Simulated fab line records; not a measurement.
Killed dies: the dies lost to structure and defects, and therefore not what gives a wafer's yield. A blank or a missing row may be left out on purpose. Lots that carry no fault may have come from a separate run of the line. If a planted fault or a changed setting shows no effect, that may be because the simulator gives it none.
fab line records	flow n5_finfet
record lots=7	wafers=39
route steps=1938 shown FIN_SAQP@138 DUMMY_GATE@228 HKMG_FIN@395 MOL_CONTACT_COAG@523
start_h: start of the lot's first displayed wafer, in hours after the record's first day	wait_h: hours since the lot's step before	" same as the row above	L1.1+2: a single row standing in for several wafers	- no value, or no start given	* or withheld: withheld	< > ~ a bound
route shown NAME@n: a module of which the file shows steps, and the number in the route of the first	usual: the fault-free wafers' mean and standard deviation	same: alike in all rows	chamber/n: place in a boat	sites: per-site readings	_std_site: how widely they spread, as a standard deviation	_edge_site: the outer-site mean with the inner-site mean subtracted	radius_mm: how far each site lies from the wafer's centre	mask NAME#n: copy n	behind: tool/chamber where the wafer was last shaped	hold: why the lot was held/for how many hours/how that ended	device: the transistor (n, p or np) that didn't switch	end of line: the route-end tests of the same wafers	where a step has no rows: the recipe by itself	killed: at the first sort, the dies lost to defects and structure; wafer yield is something else	map: a wafer's dies, marking killed ones x, the rest . and places with no die _
set.NAME: the run value of the setting; set.NAME@STEP: its run value at that earlier step	model.NAME: the simulator's own value behind a step, which no gauge read
lots run with intentionally changed settings; tables by step, rows by wafer
## steps
# step N5_FIN_SAQP_SPACER2_ALD_28
# recipe material=SiO2	target_thk_a=81	temp_c=300	ald_precursor_family=BDEAS	ald_co_reactant=O2-plasma	pulse_time_s=1	purge_time_s=2	co_reactant_purge_time_s=2	pressure_torr=2
lot.wafer	tool	chamber	start_h	wait_h	set.target_thk_a	model.SiO2_of_FIN_SAQP_SPACER2_ALD_28.thk_nm
L079.1+3	ald_sin-03	3,2	54.72	0.1	81	8.2
L079.2	"	1	"	"	72.99	7.4
L079.4+5	"	0,3	"	"	72.99	7.2
L079.6	"	0	"	"	81	8
L080.1+2+6	ald_sin-04	3,0,3	61.58	0.1	87.88	8.8
L080.3	"	2	"	"	81	8
L080.4+5	"	0,2	"	"	81	8.2
L082.1+4+6	ald_sin-04	3,0,3	73.94	0.1	81	8.2
L082.2+3+5	"	1,2,0	"	"	84.3	8.4
L083.1+5	ald_sin-01	3	79.24	0.1	81	8.2
L083.2+3+4	"	0,1,2	"	"	90.73	9
L083.6	"	2	"	"	81	8
L084.1+2+4+5	ald_sin-03	1,0,2,0	85.03	0.1	81	8
L084.3+6	"	3	"	"	81	8.2
L089.1+2+3+4+5+6	ald_sin-01	0,3,2,2,3,0	120.54	0.5	81	8
L093.3+6	ald_sin-01	3,2	140.11	0.1	81	8
L093.4	"	0	"	"	81	8.2
# step N5_FIN_SAQP_SPACER2_ETCHBACK_29
# recipe chemistry=CHF3/O2	mode=anisotropic_etchback	target=SiO2	target_depth_a=122	time_s=6.1	pressure_mtorr=30	source_w=650	bias_w=170	Ar_flow_sccm=200	CHF3_flow_sccm=50	O2_flow_sccm=5	ion_energy_ev=200
# step N5_FIN_SAQP_MANDREL2_REMOVE_60
# recipe chemistry=HBr/Cl2/O2	bt_time_s=10	target=a-Si	stop_on=SiNx	endpoint=OES-SiCl	over_etch_frac=1	icp_w=600	bias_w=22	HBr_flow_sccm=150	Cl2_flow_sccm=80	O2_flow_sccm=5	pressure_mtorr=10
lot.wafer	tool	chamber	start_h	wait_h	set.target_thk_a@FIN_SAQP_SPACER2_ALD_28	model.FIN_SAQP.cd_nm
L079.1	rie_si-02	1	55.13	0.1	81	8.4
L079.2+4+5	"	3,2,2	"	"	72.99	7.2
L079.3	"	0	"	"	81	8
L079.6	"	3	"	"	81	7.8
L080.1+6	rie_si-03	1	62.03	0.1	87.88	8.8
L080.2	"	0	"	"	87.88	9
L080.3	"	2	"	"	81	8
L080.4	"	3	"	"	81	8.4
L080.5	"	0	"	"	81	8.2
L082.1+6	rie_si-03	2,3	74.47	0.1	81	8.2
L082.2+5	"	0	"	"	84.3	8.6
L082.3	"	3	"	"	84.3	8.4
L082.4	"	1	"	"	81	8
L083.1+5+6	rie_si-02	2,2,1	79.76	0.1	81	8.2
L083.2+3	"	0,1	"	"	90.73	9.2
L083.4	"	3	"	"	90.73	9
L084.1+2+4+5	rie_si-05	1,2,1,2	85.44	0.1	81	8
L084.3+6	"	3	"	"	81	8.2
L089.1	rie_si-05	2	120.96	0.1	81	8
L089.2+5+6	"	3,2,3	"	"	81	8.2
L089.3+4	"	1	"	"	81	7.8
L093.3	rie_si-02	1	140.52	0.1	81	8.2
L093.4	"	2	"	"	81	8
L093.6	"	0	"	"	81	7.8
# step N5_FIN_SAQP_HM_OPEN_33
# recipe chemistry=CH3F/O2	target=SiNx	mask_material=SiO2	target_depth_a=494	time_s=70.6	pressure_mtorr=30	source_w=395	bias_w=73	Ar_flow_sccm=150	CH3F_flow_sccm=30	O2_flow_sccm=20	ion_energy_ev=120	ends=cleared
lot.wafer	tool	chamber	start_h	wait_h	set.target_thk_a@FIN_SAQP_SPACER2_ALD_28	model.FIN_SAQP.cd_nm
L079.1	rie_diel-05	2	55.30	0.1	81	8.4
L079.2	"	3	"	"	72.99	7
L079.3	"	1	"	"	81	8
L079.4	"	0	"	"	72.99	7.2
L079.5	"	2	"	"	72.99	7.4
L079.6	"	3	"	"	81	7.8
L080.1+6	rie_diel-05	3,1	62.19	0.0	87.88	8.8
L080.2	"	1	"	"	87.88	9
L080.3+4	"	2,0	"	"	81	8.2
L080.5	"	0	"	"	81	8
L082.1+6	rie_diel-01	0	74.71	0.1	81	8.2
L082.2	"	1	"	"	84.3	8.6
L082.3+5	"	2,3	"	"	84.3	8.4
L082.4	"	3	"	"	81	8
L083.1+5+6	rie_diel-03	2,2,3	79.92	0.0	81	8.2
L083.2+3+4	"	3,0,1	"	"	90.73	9.2
L084.1+2+4+5	rie_diel-01	0,1,2,2	85.64	0.1	81	8
L084.3	"	3	"	"	81	8.2
L084.6	"	3	"	"	81	8.4
L089.1+6	rie_diel-03	3,1	121.11	0.0	81	8.4
L089.2+5	"	2	"	"	81	8.2
L089.3	"	1	"	"	81	7.8
L089.4	"	0	"	"	81	8
L093.3	rie_diel-01	3	140.87	0.2	81	8.2
L093.4+6	"	0,1	"	"	81	8
# step N5_DUMMY_GATE_EXPOSE_12
# recipe mask_id=GATE	na=0.33	source_shape=annular	sigma_inner=0.2	sigma_outer=0.6	polarization=unpolarized	target_cd_nm=25	dose_mj=34
lot.wafer	tool	chamber	start_h	wait_h	mask	set.dose_mj
L079.1+2+6	euv_scanner-01	0	75.86	-	GATE#0	34
L079.3+4+5	"	0	"	"	GATE#0	35.72
L080.1+4+5	euv_scanner-02	0	82.38	-	GATE#0	34
L080.2+3+6	"	0	"	"	GATE#0	32.02
L082.1+2+3+4+5+6	euv_scanner-01	0	100.41	-	GATE#0	34
L083.1+2+4	euv_scanner-02	0	102.97	-	GATE#0	34
L083.3+5+6	"	0	"	"	GATE#0	36.38
L084.1+2+3	euv_scanner-02	0	108.34	-	GATE#0	34
L084.4+5+6	"	0	"	"	GATE#0	33.06
L089.1+2+3+4+5+6	euv_scanner-01	0	140.89	-	GATE#0	34
L093.3+4+6	euv_scanner-02	0	161.39	-	GATE#0	34
# step N5_DUMMY_GATE_PEB_13
# recipe peb_temp_c=100	peb_time_s=60	resist=CAR-EUV
# step N5_DUMMY_GATE_DEVELOP_14
# recipe develop_time_s=30	developer=TMAH	resist=CAR-EUV	rinse_liquid=surfactant_rinse	dry=air_spin	dev_temp_c=23
# step N5_DUMMY_GATE_CD_MEAS_15
# recipe target_cd_nm=25.8	landing_energy_ev=500	detector=se_inlens
# usual cd_nm=25.12/0.22
lot.wafer	tool	chamber	start_h	wait_h	set.dose_mj@DUMMY_GATE_EXPOSE_12	cd_nm
L079.1	cd_sem-03	0	75.99	-	34	25.08
L079.2	"	0	"	"	34	25.14
L079.3	"	0	"	"	35.72	24.30
L079.4	"	0	"	"	35.72	24.16
L079.5	"	0	"	"	35.72	24.42
L079.6	"	0	"	"	34	25.04
L080.1	cd_sem-02	0	82.51	-	34	24.98
L080.2	"	0	"	"	32.02	26.47
L080.3	"	0	"	"	32.02	26.08
L080.4	"	0	"	"	34	25.07
L080.5	"	0	"	"	34	25.18
L080.6	"	0	"	"	32.02	26.46
L082.1	cd_sem-01	0	100.53	-	34	25.09
L082.2	"	0	"	"	34	24.79
L082.3	"	0	"	"	34	24.94
L082.4	"	0	"	"	34	25.25
L082.5	"	0	"	"	34	24.94
L082.6	"	0	"	"	34	25.04
L083.1	cd_sem-03	0	103.10	-	34	25.10
L083.2	"	0	"	"	34	25.13
L083.3	"	0	"	"	36.38	24.17
L083.4	"	0	"	"	34	25.20
L083.5	"	0	"	"	36.38	23.98
L083.6	"	0	"	"	36.38	23.91
L084.1	cd_sem-01	0	108.47	-	34	25.51
L084.2	"	0	"	"	34	25.04
L084.3	"	0	"	"	34	25.11
L084.4	"	0	"	"	33.06	25.77
L084.5	"	0	"	"	33.06	25.53
L084.6	"	0	"	"	33.06	25.54
L089.1	cd_sem-02	0	141.02	-	34	25.15
L089.2	"	0	"	"	34	25.23
L089.3	"	0	"	"	34	25.10
L089.4	"	0	"	"	34	25.18
L089.5	"	0	"	"	34	25.22
L089.6	"	0	"	"	34	25.13
L093.3	cd_sem-01	0	161.51	-	34	24.97
L093.4	"	0	"	"	34	25.17
L093.6	"	0	"	"	34	25.13
# step N5_HKMG_FIN_EXPOSE_46
# recipe mask_id=NDIPOLE	na=1.35	source_shape=conventional	sigma_outer=0.8	polarization=unpolarized	dose_mj=40
lot.wafer	tool	chamber	start_h	wait_h	mask	set.dose_mj
L079.1+2+5	arfi_scanner-02	0	105.46	-	NDIPOLE#0	40
L079.3+4+6	"	0	"	"	NDIPOLE#0	38.82
L080.1+3+4	arfi_scanner-03	0	109.69	-	NDIPOLE#0	37.73
L080.2+5+6	"	0	"	"	NDIPOLE#0	40
L082.1+2+5	arfi_scanner-02	0	126.59	-	NDIPOLE#0	40
L082.3+4+6	"	0	"	"	NDIPOLE#0	38.54
L083.1+4+6	arfi_scanner-02	0	129.62	-	NDIPOLE#0	40
L083.2+3+5	"	0	"	"	NDIPOLE#0	42.46
L084.1+4+5	arfi_scanner-03	0	132.34	-	NDIPOLE#0	37.35
L084.2+3+6	"	0	"	"	NDIPOLE#0	40
L089.1+3+5	arfi_scanner-01	0	165.89	-	NDIPOLE#0	38.89
L089.2+4+6	"	0	"	"	NDIPOLE#0	40
L093.3+4+6	arfi_scanner-02	0	186.86	-	NDIPOLE#0	40
# step N5_HKMG_FIN_PEB_47
# recipe peb_temp_c=withheld	peb_time_s=60	resist=CAR-ArF
# step N5_HKMG_FIN_DEVELOP_48
# recipe develop_time_s=30	developer=TMAH	resist=CAR-ArF	rinse_liquid=diw	dry=air_spin	dev_temp_c=23
# step N5_HKMG_FIN_CD_MEAS_49
# recipe target_cd_nm=202	landing_energy_ev=500	detector=se_inlens	polarity=opening
# usual cd_nm=201.6/0.85
lot.wafer	tool	chamber	start_h	wait_h	set.dose_mj@HKMG_FIN_EXPOSE_46	cd_nm
L079.1	cd_sem-03	0	105.58	-	40	201.6
L079.2	"	0	"	"	40	202.6
L079.3	"	0	"	"	38.82	200.1
L079.4	"	0	"	"	38.82	200.9
L079.5	"	0	"	"	40	201.9
L079.6	"	0	"	"	38.82	200.0
L080.1	cd_sem-01	0	109.81	-	37.73	199.9
L080.2	"	0	"	"	40	202.7
L080.3	"	0	"	"	37.73	198.7
L080.4	"	0	"	"	37.73	199.1
L080.5	"	0	"	"	40	203.6
L080.6	"	0	"	"	40	202.6
L082.1	cd_sem-02	0	126.72	-	40	201.3
L082.2	"	0	"	"	40	200.0
L082.3	"	0	"	"	38.54	198.0
L082.4	"	0	"	"	38.54	198.9
L082.5	"	0	"	"	40	201.4
L082.6	"	0	"	"	38.54	198.6
L083.1	cd_sem-02	0	129.74	-	40	202.3
L083.2	"	0	"	"	42.46	205.3
L083.3	"	0	"	"	42.46	203.3
L083.4	"	0	"	"	40	199.9
L083.5	"	0	"	"	42.46	205.6
L083.6	"	0	"	"	40	201.0
L084.1	cd_sem-03	0	132.46	-	37.35	198.1
L084.2	"	0	"	"	40	201.9
L084.3	"	0	"	"	40	201.3
L084.4	"	0	"	"	37.35	197.2
L084.5	"	0	"	"	37.35	197.9
L084.6	"	0	"	"	40	202.7
L089.1	cd_sem-01	0	166.02	-	38.89	199.6
L089.2	"	0	"	"	40	202.1
L089.3	"	0	"	"	38.89	199.9
L089.4	"	0	"	"	40	199.6
L089.5	"	0	"	"	38.89	197.8
L089.6	"	0	"	"	40	201.4
L093.3	cd_sem-03	0	186.98	-	40	201.4
L093.4	"	0	"	"	40	202.2
L093.6	"	0	"	"	40	201.7
# step N5_HKMG_FIN_DESCUM_53
# recipe chemistry=O2	time_s=7.9	source_power_w=50	bias_power_w=20	pressure_mtorr=20	rf_frequency_hz=2.712e+07	temp_c=40	resist=CAR-ArF	o2_flow_sccm=225
# step N5_HKMG_FIN_ETCH_54
# recipe chemistry=CF4	target=SiARC	target_depth_a=455	mask_material=CAR-ArF	time_s=75.8	ion_energy_ev=80	pressure_mtorr=40	source_w=545	bias_w=36	Ar_flow_sccm=100	cf4_flow_sccm=100	ends=cleared
lot.wafer	tool	chamber	start_h	wait_h	set.dose_mj@HKMG_FIN_EXPOSE_46	model.HKMG_FIN.cd_offset_nm
L079.1	rie_diel-03	2	106.07	0.0	40	-0.6
L079.2	"	3	"	"	40	0.4
L079.3	"	0	"	"	38.82	-1.8
L079.4	"	1	"	"	38.82	-1
L079.5	"	2	"	"	40	-0.2
L079.6	"	3	"	"	38.82	-2
L080.1	rie_diel-01	0	110.39	0.0	37.73	-2.2
L080.2	"	2	"	"	40	0.4
L080.3	"	1	"	"	37.73	-3.4
L080.4	"	3	"	"	37.73	-2.8
L080.5+6	"	3,2	"	"	40	1.2
L082.1	rie_diel-05	2	126.84	0.0	40	-0.2
L082.2	"	1	"	"	40	-1.8
L082.3	"	0	"	"	38.54	-3.8
L082.4	"	0	"	"	38.54	-2.6
L082.5	"	1	"	"	40	-1.2
L082.6	"	2	"	"	38.54	-3.6
L083.1	rie_diel-01	2	129.91	0.0	40	0.4
L083.2	"	3	"	"	42.46	3.4
L083.3	"	1	"	"	42.46	1.6
L083.4	"	0	"	"	40	-2
L083.5	"	2	"	"	42.46	3.8
L083.6	"	3	"	"	40	-0.4
L084.1	rie_diel-03	0	132.69	0.0	37.35	-4
L084.2	"	2	"	"	40	0
L084.3	"	3	"	"	40	-0.6
L084.4	"	1	"	"	37.35	-4.6
L084.5	"	3	"	"	37.35	-4.4
L084.6	"	0	"	"	40	0.6
L089.1	rie_diel-05	1	166.14	0.0	38.89	-2.8
L089.2	"	2	"	"	40	-0.4
L089.3	"	3	"	"	38.89	-2.4
L089.4	"	0	"	"	40	-2.2
L089.5	"	1	"	"	38.89	-4.6
L089.6	"	0	"	"	40	-0.6
L093.3	rie_diel-03	1	188.19	0.0	40	-0.2
L093.4	"	3	"	"	40	0
L093.6	"	0	"	"	40	-0.6
# step N5_MOL_CONTACT_COAG_EXPOSE_05
# recipe mask_id=CA	na=0.33	source_shape=annular	sigma_inner=0.4	sigma_outer=0.8	polarization=unpolarized	defocus_nm=0	dose_mj=38.25
lot.wafer	tool	chamber	start_h	wait_h	mask	set.dose_mj
L079.1+2+3	euv_scanner-02	0	121.71	-	CA#0	38.25
L079.4+5+6	"	0	"	"	CA#0	37.15
L080.1+3+5	euv_scanner-01	0	126.36	-	CA#0	35.3
L080.2+4+6	"	0	"	"	CA#0	38.25
L082.1+2+3	euv_scanner-02	0	142.37	-	CA#0	36.49
L082.4+5+6	"	0	"	"	CA#0	38.25
L083.1+2+3+4+5+6	euv_scanner-02	0	145.19	-	CA#0	38.25
L084.1+2+3+4+5+6	euv_scanner-02	0	147.89	-	CA#0	38.25
L089.1+2+3+4+5+6	euv_scanner-02	0	181.75	-	CA#0	38.25
L093.3+4+6	euv_scanner-02	0	204.00	-	CA#0	38.25
# step N5_MOL_CONTACT_COAG_PEB_06
# recipe peb_temp_c=100	peb_time_s=60	resist=CAR-EUV
# step N5_MOL_CONTACT_COAG_DEVELOP_07
# recipe develop_time_s=30	developer=TMAH	resist=CAR-EUV	rinse_liquid=surfactant_rinse	dry=air_spin	dev_temp_c=23
# step N5_MOL_CONTACT_COAG_CD_MEAS_08
# recipe target_cd_nm=28	landing_energy_ev=500	detector=se_inlens	polarity=opening
# usual cd_nm=27.82/0.29
lot.wafer	tool	chamber	start_h	wait_h	set.dose_mj@MOL_CONTACT_COAG_EXPOSE_05	cd_nm
L079.1	cd_sem-01	0	121.84	-	38.25	28.06
L079.2	"	0	"	"	38.25	28.24
L079.3	"	0	"	"	38.25	28.10
L079.4	"	0	"	"	37.15	26.83
L079.5	"	0	"	"	37.15	27.27
L079.6	"	0	"	"	37.15	27.12
L080.1	cd_sem-01	0	126.49	-	35.3	26.46
L080.2	"	0	"	"	38.25	27.92
L080.3	"	0	"	"	35.3	26.10
L080.4	"	0	"	"	38.25	28.00
L080.5	"	0	"	"	35.3	26.33
L080.6	"	0	"	"	38.25	28.00
L082.1	cd_sem-03	0	142.50	-	36.49	27.03
L082.2	"	0	"	"	36.49	27.26
L082.3	"	0	"	"	36.49	26.73
L082.4	"	0	"	"	38.25	27.88
L082.5	"	0	"	"	38.25	28.51
L082.6	"	0	"	"	38.25	28.06
L083.1	cd_sem-02	0	145.32	-	38.25	27.46
L083.2	"	0	"	"	38.25	27.92
L083.3	"	0	"	"	38.25	27.69
L083.4	"	0	"	"	38.25	27.49
L083.5	"	0	"	"	38.25	27.45
L083.6	"	0	"	"	38.25	27.59
L084.1	cd_sem-02	0	148.02	-	38.25	27.89
L084.2	"	0	"	"	38.25	27.56
L084.3	"	0	"	"	38.25	27.95
L084.4	"	0	"	"	38.25	28.01
L084.5	"	0	"	"	38.25	27.68
L084.6	"	0	"	"	38.25	27.75
L089.1	cd_sem-02	0	181.89	-	38.25	27.63
L089.2	"	0	"	"	38.25	27.69
L089.3	"	0	"	"	38.25	27.86
L089.4	"	0	"	"	38.25	27.84
L089.5	"	0	"	"	38.25	27.68
L089.6	"	0	"	"	38.25	27.62
L093.3	cd_sem-02	0	204.12	-	38.25	27.70
L093.4	"	0	"	"	38.25	28.04
L093.6	"	0	"	"	38.25	28.14
# step N5_MOL_CONTACT_COAG_DESCUM_13
# recipe chemistry=O2	time_s=7	source_power_w=50	bias_power_w=20	pressure_mtorr=20	rf_frequency_hz=2.712e+07	temp_c=40	resist=CAR-EUV	o2_flow_sccm=225
# step N5_MOL_CONTACT_COAG_ETCH_59
# recipe chemistry=N2/H2	target=underlayer	target_depth_a=130	mask_material=CAR-EUV	time_s=10.4	ion_energy_ev=200	pressure_mtorr=30	source_w=840	bias_w=150	n2_flow_sccm=200	h2_flow_sccm=200	ends=cleared
lot.wafer	tool	chamber	start_h	wait_h	set.dose_mj@MOL_CONTACT_COAG_EXPOSE_05	model.MOL_CONTACT_COAG.cd_offset_nm
L079.1	rie_diel-01	1	121.99	0.0	38.25	-0.6
L079.2+3	"	3,2	"	"	38.25	-0.2
L079.4+6	"	0	"	"	37.15	-1.2
L079.5	"	3	"	"	37.15	-0.8
L080.1+3+5	rie_diel-01	2,0,0	126.65	0.0	35.3	-2
L080.2	"	3	"	"	38.25	0
L080.4+6	"	1	"	"	38.25	-0.4
L082.1	rie_diel-01	3	142.95	0.0	36.49	-0.8
L082.2+3	"	0,1	"	"	36.49	-1.2
L082.4	"	1	"	"	38.25	-0.2
L082.5+6	"	3,0	"	"	38.25	0
L083.1	rie_diel-03	0	145.88	0.0	38.25	-0.8
L083.2+4	"	1	"	"	38.25	0
L083.3	"	3	"	"	38.25	-0.2
L083.5+6	"	0,3	"	"	38.25	-0.4
L084.1	rie_diel-03	1	148.53	0.0	38.25	0
L084.2+3+5+6	"	3,0,1,3	"	"	38.25	-0.2
L084.4	"	0	"	"	38.25	-0.4
L089.1	rie_diel-01	3	182.39	0.0	38.25	-0.4
L089.2+3+6	"	2,0,2	"	"	38.25	-0.2
L089.4	"	1	"	"	38.25	-0.6
L089.5	"	1	"	"	38.25	-0.8
L093.3	rie_diel-01	0	204.27	0.0	38.25	-0.2
L093.4	"	2	"	"	38.25	0
L093.6	"	3	"	"	38.25	-0.4
## key
split step=N5_FIN_SAQP_SPACER2_ALD_28	setting=target_thk_a	stated=81	by=wafer
response step=N5_FIN_SAQP_SPACER2_ALD_28	reading=model.SiO2_of_FIN_SAQP_SPACER2_ALD_28.thk_nm	change=+0.077	per=1%	r=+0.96
response step=N5_FIN_SAQP_MANDREL2_REMOVE_60	reading=model.FIN_SAQP.cd_nm	change=+0.0818	per=1%	r=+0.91
response step=N5_FIN_SAQP_HM_OPEN_33	reading=model.FIN_SAQP.cd_nm	change=+0.0851	per=1%	r=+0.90
split step=N5_DUMMY_GATE_EXPOSE_12	setting=dose_mj	stated=34	by=wafer
response step=N5_DUMMY_GATE_CD_MEAS_15	reading=cd_nm	change=-0.175	per=1%	r=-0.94
split step=N5_HKMG_FIN_EXPOSE_46	setting=dose_mj	stated=40	by=wafer
response step=N5_HKMG_FIN_CD_MEAS_49	reading=cd_nm	change=+0.633	per=1%	r=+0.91
response step=N5_HKMG_FIN_ETCH_54	reading=model.HKMG_FIN.cd_offset_nm	change=+0.632	per=1%	r=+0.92
split step=N5_MOL_CONTACT_COAG_EXPOSE_05	setting=dose_mj	stated=38.25	by=wafer
response step=N5_MOL_CONTACT_COAG_CD_MEAS_08	reading=cd_nm	change=+0.239	per=1%	r=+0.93
response step=N5_MOL_CONTACT_COAG_ETCH_59	reading=model.MOL_CONTACT_COAG.cd_offset_nm	change=+0.226	per=1%	r=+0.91
